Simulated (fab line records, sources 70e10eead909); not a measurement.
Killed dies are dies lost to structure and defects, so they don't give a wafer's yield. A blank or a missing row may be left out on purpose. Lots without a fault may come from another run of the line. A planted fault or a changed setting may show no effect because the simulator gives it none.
Which tool did it? | flow nand_harc | 12 lots, 36 wafers sampled, at 5 steps of a route of 1302

WHAT THE GAUGES READ, wafer by wafer
NHARC_END_SORT_01. Usual: killed_at_array 55, standard deviation 17; killed_at_other 1.1, standard deviation 1.4; killed_at_periphery 3.9, standard deviation 3; killed_dies 59, standard deviation 17; killed_open 3.5, standard deviation 2; killed_short 2.6, standard deviation 1.6.
lot  | measured     | on        | killed_at_array | killed_at_other | killed_at_periphery | killed_dies | killed_open | killed_short | flag
L574 | day 30 23:14 | prober-02 | 58 69 672       | 0 1 0           | 2 4 5               | 60 74 677   | 5 10 6      | 4 3 5        | OFF
L578 | day 32 08:38 | prober-01 | 45 32 671       | 1 0 0           | 3 1 6               | 49 33 677   | 7 1 5       | 3 4 1        | OFF

WHICH TOOL RAN EACH LOT (tool, then ch and the chambers of the sampled wafers, then the start)
lot  | NHARC_A_CHANNEL_FILL_D2_ALD_15                 | NHARC_A_CHANNEL_FILL_D2_CMP_10 | NHARC_A_CHANNEL_FILL_D2_RTA_24   | NHARC_A_STAIRCASE_ETCH_170
L564 | ald_sin_batch-01 ch 0, day 18 08:53 or earlier | cmp-04 ch 0,1,2, day 18 08:53  | rtp_anneal-01 ch 0, day 18 09:17 | rie_diel-08 ch 0,1,2, day 18 10:45
L565 | ald_sin_batch-02 ch 0, day 18 15:23 or earlier | cmp-03 ch 0,1,2, day 18 15:23  | rtp_anneal-02 ch 0, day 18 15:51 | rie_diel-11 ch 0,2,3, day 18 17:17
L566 | ald_sin_batch-03 ch 0, day 19 06:38 or earlier | cmp-03 ch 1,2,3, day 19 06:38  | rtp_anneal-02 ch 0, day 19 07:01 | rie_diel-08 ch 0,1, day 19 08:21
L567 | ald_sin_batch-03 ch 0, day 19 15:47 or earlier | cmp-04 ch 0,2,3, day 19 15:47  | rtp_anneal-01 ch 0, day 19 16:13 | rie_diel-11 ch 0,1,3, day 19 17:37
L568 | ald_sin_batch-02 ch 0, day 20 04:26 or earlier | cmp-03 ch 0,2,3, day 20 04:26  | rtp_anneal-02 ch 0, day 20 04:53 | rie_diel-08 ch 1,2,3, day 20 07:17
L570 | ald_sin_batch-01 ch 0, day 20 16:02 or earlier | cmp-04 ch 0,2,3, day 20 16:02  | rtp_anneal-01 ch 0, day 20 16:26 | rie_diel-12 ch 0,2,3, day 20 17:51
L571 | ald_sin_batch-01 ch 0, day 21 11:10 or earlier | cmp-04 ch 0,3, day 21 11:10    | rtp_anneal-01 ch 0, day 21 11:35 | rie_diel-11 ch 1,2, day 21 13:02
L572 | ald_sin_batch-01 ch 0, day 21 14:59 or earlier | cmp-04 ch 0,2,3, day 21 14:59  | rtp_anneal-02 ch 0, day 21 15:22 | rie_diel-12 ch 2,3, day 21 16:43
L574 | ald_sin_batch-01 ch 0, day 21 14:59 or earlier | cmp-03 ch 1,2,3, day 21 14:59  | rtp_anneal-01 ch 0, day 21 15:21 | rie_diel-12 ch 0,2, day 21 16:54
L576 | ald_sin_batch-01 ch 0, day 23 03:56 or earlier | cmp-02 ch 0,1,2, day 23 03:56  | rtp_anneal-02 ch 0, day 23 04:20 | rie_diel-08 ch 0,1,2, day 23 05:49
L578 | ald_sin_batch-01 ch 0, day 23 12:35 or earlier | cmp-04 ch 0,1,3, day 23 12:35  | rtp_anneal-01 ch 0, day 23 13:01 | rie_diel-12 ch 0,1,2, day 23 14:31
L581 | ald_sin_batch-01 ch 0, day 24 23:22 or earlier | cmp-02 ch 0,1,3, day 24 23:22  | rtp_anneal-01 ch 0, day 24 23:47 | rie_diel-08 ch 1,2,3, day 25 01:14
- NHARC_A_CHANNEL_FILL_D2_ALD_15: deposits SiNx, target thk 2 nm, pulse time 60 s, ald cycles 19.
- NHARC_A_CHANNEL_FILL_D2_CMP_10: polishes, target thk 150 nm.
- NHARC_A_CHANNEL_FILL_D2_RTA_24: time 5 s.
- NHARC_A_STAIRCASE_ETCH_170: etches the open film in C4F6/O2, target depth 200 nm, time 66.667 s.

WHAT THE TOOLS THEMSELVES READ (means of the sampled wafers that have a number; where no wafer has one, the mark that the record gives instead)
NHARC_A_CHANNEL_FILL_D2_ALD_15. Usual: precursor_pulse_height_rel 0.999, standard deviation 0.021.
lot  | tool             | precursor_pulse_height_rel | flag
L564 | ald_sin_batch-01 | 0.986                      |
L565 | ald_sin_batch-02 | 0.996                      |
L566 | ald_sin_batch-03 | 0.988                      |
L567 | ald_sin_batch-03 | 0.972                      |
L568 | ald_sin_batch-02 | 1.003                      |
L570 | ald_sin_batch-01 | 1.009                      |
L571 | ald_sin_batch-01 | 0.999                      |
L572 | ald_sin_batch-01 | 1.018                      |
L574 | ald_sin_batch-01 | 1.014                      |
L576 | ald_sin_batch-01 | 0.980                      |
L578 | ald_sin_batch-01 | 1.002                      |
L581 | ald_sin_batch-01 | 0.988                      |

NHARC_A_CHANNEL_FILL_D2_CMP_10. Usual: motor_current_A 12.3 A, standard deviation 0.8; time_to_endpoint_s 15.2 s, standard deviation 2.1.
lot  | tool   | motor_current_A (A) | time_to_endpoint_s (s) | flag
L564 | cmp-04 | 12.6                | 14.0                   |
L565 | cmp-03 | 12.7                | 17.1                   |
L566 | cmp-03 | 11.4                | 15.4                   |
L567 | cmp-04 | 12.6                | 13.5                   |
L568 | cmp-03 | 11.9                | 17.9                   |
L570 | cmp-04 | 12.0                | 15.0                   |
L571 | cmp-04 | 12.4                | 17.6                   |
L572 | cmp-04 | 12.7                | 15.8                   |
L574 | cmp-03 | 11.6                | 16.3                   |
L576 | cmp-02 | 12.0                | 16.9                   |
L578 | cmp-04 | 12.9                | 13.1                   |
L581 | cmp-02 | 12.3                | 16.8                   |

NHARC_A_CHANNEL_FILL_D2_RTA_24. Usual: lamp_power_pct 26.0 %, standard deviation 2.3; wafer_temp_C_max 1003.9, standard deviation 1.
lot  | tool          | lamp_power_pct (%) | wafer_temp_C_max | flag
L564 | rtp_anneal-01 | 28.8               | 1003.5           |
L565 | rtp_anneal-02 | 24.1               | 1004.4           |
L566 | rtp_anneal-02 | 24.1               | 1005.0           |
L567 | rtp_anneal-01 | 28.8               | 1003.6           |
L568 | rtp_anneal-02 | 24.0               | 1005.2           |
L570 | rtp_anneal-01 | 28.8               | 1002.8           |
L571 | rtp_anneal-01 | 28.8               | 1003.1           |
L572 | rtp_anneal-02 | 24.1               | 1004.0           |
L574 | rtp_anneal-01 | 28.7               | 1002.3           |
L576 | rtp_anneal-02 | 24.1               | 1004.5           |
L578 | rtp_anneal-01 | 28.8               | 1002.9           |
L581 | rtp_anneal-01 | 28.8               | 1003.3           |

NHARC_A_STAIRCASE_ETCH_170. Usual: drypump_motor_current_A 5.8 A, standard deviation 0.49; o2_flow_sccm 20.00 sccm, standard deviation 0.06; oes_product_au 0.974 a.u., standard deviation 0.013; rf_vpp_V 547 V, standard deviation 4.1; run_length_s 87.8 s, standard deviation 0.39; showerhead_plenum_p_Torr 3.91 Torr, standard deviation 0.19; throttle_valve_pct 26.903 %, standard deviation 0.0092.
lot  | tool        | drypump_motor_current_A (A) | o2_flow_sccm (sccm) | oes_product_au (a.u.) | rf_vpp_V (V) | run_length_s (s) | showerhead_plenum_p_Torr (Torr) | throttle_valve_pct (%) | flag
L564 | rie_diel-08 | 5.6                         | 20.00               | 0.981                 | 547          | 87.9             | 3.93                            | 26.908                 |
L565 | rie_diel-11 | 5.8                         | 19.97               | 0.969                 | 543          | 87.5             | 3.74                            | 26.902                 |
L566 | rie_diel-08 | 5.4                         | 20.06               | 0.985                 | 545          | 87.7             | 3.84                            | 26.905                 |
L567 | rie_diel-11 | 5.5                         | 20.03               | 0.976                 | 546          | 87.7             | 3.86                            | 26.894                 |
L568 | rie_diel-08 | 6.0                         | 20.02               | 0.979                 | 544          | 87.8             | 3.76                            | 26.902                 |
L570 | rie_diel-12 | 6.1                         | 20.04               | 0.986                 | 545          | 87.9             | 3.87                            | 26.897                 |
L571 | rie_diel-11 | 6.1                         | 20.00               | 0.939                 | 552          | 87.8             | 4.15                            | 26.904                 |
L572 | rie_diel-12 | 6.3                         | 19.94               | 0.974                 | 545          | 88.2             | 3.80                            | 26.901                 |
L574 | rie_diel-12 | 5.9                         | 20.05               | 0.954                 | 547          | 84.6             | 3.94                            | 26.899                 | OFF
L576 | rie_diel-08 | 5.6                         | 19.95               | 0.981                 | 548          | 87.9             | 3.90                            | 26.891                 |
L578 | rie_diel-12 | 5.8                         | 20.04               | 0.979                 | 547          | 84.4             | 3.97                            | 26.898                 | OFF
L581 | rie_diel-08 | 6.0                         | 20.06               | 0.973                 | 547          | 87.5             | 3.93                            | 26.902                 |

THE ANSWER, worked out from the rows above alone
Rule: a lot is off if the mean of its wafers that have a number lies more than 3 standard deviations from the usual mean. A lot without any number at a reading at which 4 lots or more have one is off too. The other lots that the step has rows for count as sound. The gauges are gone through in route order, then the tools' own readings, and for those a lot's mean is taken as printed above. The first step at which some lot is off is used, and at that step the reading that is off furthest; a lot without a number counts as furthest.
Off: L574, L578, at NHARC_END_SORT_01 (killed_at_array). Neither off nor sound, because the step has no rows for them: L564, L565, L566, L567, L568, L570, L571, L572, L576, L581.
A tool fits if, at a process step before that reading, it ran every lot that is off, and no sound lot after the first of them. The gauges at NHARC_END_SORT_01 aren't tried: what is off there is off at NHARC_A_STAIRCASE_ETCH_170 too, on other tools, and a gauge's error can't cause that. NHARC_A_CHANNEL_FILL_D2_ALD_15 gives no start for some lots, so the hours and the order of its lots are those of NHARC_A_CHANNEL_FILL_D2_CMP_10. Can't be told from this: 3 tools fit, ald_sin_batch-01 at NHARC_A_CHANNEL_FILL_D2_ALD_15, rtp_anneal-01 at NHARC_A_CHANNEL_FILL_D2_RTA_24, rie_diel-12 at NHARC_A_STAIRCASE_ETCH_170.

WHAT THE SIMULATOR HAD PUT IN
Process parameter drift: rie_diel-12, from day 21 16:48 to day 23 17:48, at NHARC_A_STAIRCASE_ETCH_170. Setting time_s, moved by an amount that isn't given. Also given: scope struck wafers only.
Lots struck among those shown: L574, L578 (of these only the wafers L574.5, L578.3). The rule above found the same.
